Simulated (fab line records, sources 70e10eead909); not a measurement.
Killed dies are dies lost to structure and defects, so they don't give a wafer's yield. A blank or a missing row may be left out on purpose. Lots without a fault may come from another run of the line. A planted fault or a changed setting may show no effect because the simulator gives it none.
A struck lot beside a sound one | flow nand_harc | 15 steps out of a route of 1302
Sound: wafers L503.3, L503.5, L503.6. Struck: wafers L512.1, L512.3, L512.5. The cause comes at the end.
At each step with rows: each side's tool, then ch and its chambers, then its first start. Under that, the readings that differ: sound wafers | struck wafers | difference of the means | sigmas: that difference in standard deviations of wafers without a fault.
alike: readings whose means differ by less than 2 such deviations, and words and numbers that are the same on both sides. not compared: withheld readings, readings that some wafer has no value for, bounds like >300 that may hide the same value, and numbers for which the record gives no deviation and whose values overlap.
The two part at a step that has a row with sigmas, a row that says differs or no value, or rows on one side only. Numbers that don't overlap but have no deviation are shown without sigmas and don't part them. A reading that every wafer of one side lacks parts them only if that side has two wafers or more.

first, 2 steps without rows for these wafers: NHARC_A_CHANNEL_HOLE_D2_ETCH_39 (etches the open film in N2/H2, target depth 260 nm, time 325 s); NHARC_A_CHANNEL_HOLE_D2_ETCH_34 (etches the open film in CF4/CHF3, target depth 154 nm, time 77 s).
NHARC_A_CHANNEL_HOLE_D2_ETCH_16: etches the open film in O2/COS, target depth 3100 nm, time 806 s.
  sound on rie_diel-08 ch 0,1,2; struck on rie_diel-07 ch 2,3
  alike: bias_w, chamber_pressure_mTorr, drypump_motor_current_A, oes_product_au, rf_vpp_V, showerhead_plenum_p_Torr, throttle_valve_pct
  not compared: rf_hours_counter_h
NHARC_A_CHANNEL_HOLE_D2_CD_MEAS_18:
  sound on cd_sem-02, day 12 14:57; struck on cd_sem-03, day 17 07:33
  alike: cd_nm
NHARC_A_CHANNEL_HOLE_D2_ETCH_19: etches the open film in C4F8/O2/Ar, time 34.5 s.
  sound on har_etch-01 ch 0,1, day 12 15:08; struck on har_etch-02 ch 1, day 17 11:24
  alike: bias_v, c4f8_flow_sccm, drypump_motor_current_A, showerhead_plenum_p_Torr, temp_c, throttle_valve_pct
  not compared: rf_hours_counter_h
NHARC_A_CHANNEL_HOLE_D2_ETCH_20: etches the open film in C4F8/O2/Ar, time 361.9 s, target depth 1600 nm.
  sound on har_etch-01 ch 0,1, day 12 15:21; struck on har_etch-02 ch 1, day 17 11:32
  alike: c4f8_flow_sccm, chamber_pressure_mTorr, drypump_motor_current_A, showerhead_plenum_p_Torr, temp_c, throttle_valve_pct
  not compared: rf_hours_counter_h
NHARC_A_CHANNEL_HOLE_D2_ETCH_21: etches the open film in C4F8/O2/Ar, time 514.3 s, target depth 1600 nm.
  sound on har_etch-01 ch 0,1, day 12 15:43; struck on har_etch-02 ch 1, day 17 11:52
  alike: c4f8_flow_sccm, chamber_pressure_mTorr, drypump_motor_current_A, showerhead_plenum_p_Torr, temp_c, throttle_valve_pct
  not compared: rf_hours_counter_h
then, 1 step without rows for these wafers: NHARC_A_CHANNEL_HOLE_D2_ETCH_22 (etches the open film in C4F8/O2/Ar, time 666.7 s, target depth 1600 nm).
NHARC_A_CHANNEL_HOLE_D2_ETCH_23: etches the open film in C4F8/O2/Ar, time 819 s, target depth 1600 nm.
  sound on har_etch-01 ch 0,1, day 12 16:51; struck on har_etch-02 ch 1, day 17 12:56
  reading               | sound             | struck            | difference | sigmas
  c4f8_flow_sccm (sccm) | 89.18 90.21 89.94 | 89.04 89.12 89.26 | -0.64      | -2
  alike: chamber_pressure_mTorr, drypump_motor_current_A, showerhead_plenum_p_Torr, temp_c, throttle_valve_pct
  not compared: rf_hours_counter_h
then, 3 steps without rows for these wafers: NHARC_A_CHANNEL_HOLE_D2_ETCH_24 (etches the open film in C4F8/O2/Ar, time 906.2 s, target depth 1500 nm); NHARC_A_CHANNEL_HOLE_D2_ETCH_25 (etches the open film in C4F8/O2/Ar, time 1040.2 s, target depth 1500 nm); NHARC_A_CHANNEL_HOLE_D2_ETCH_26 (etches the open film in C4F8/O2/Ar, time 224.1 s, target depth 300 nm).
NHARC_A_CHANNEL_HOLE_D2_ETCH_27: etches the open film in C4F8/O2/Ar, time 90 s, target depth 400 nm.
  sound on har_etch-01 ch 0,1, day 12 19:08; struck on har_etch-02 ch 1, day 17 15:22
  no value came back on the struck wafers for any of 6 readings (bias_v (V), c4f8_flow_sccm (sccm) and others); on the sound wafers bias_v (V) reads 399 400 394
  not compared: rf_hours_counter_h
then, 1 step without rows for these wafers: NHARC_A_CHANNEL_HOLE_D2_STRIP_41 (strips in N2/H2).
-- the record jumps here: 11 days lie between the struck wafers' starts before and after (it left off in module A_CHANNEL_HOLE_D2 and takes up again in module END, whose first step shown is number 1302 of the route) --
NHARC_END_SORT_01:
  the record has rows for the struck wafers here (prober-01 ch 0, day 28 14:55) and none for the sound ones

WHERE THEY PART
First at NHARC_A_CHANNEL_HOLE_D2_ETCH_23; last, within this record, at NHARC_END_SORT_01.

WHY: what the simulator had put in
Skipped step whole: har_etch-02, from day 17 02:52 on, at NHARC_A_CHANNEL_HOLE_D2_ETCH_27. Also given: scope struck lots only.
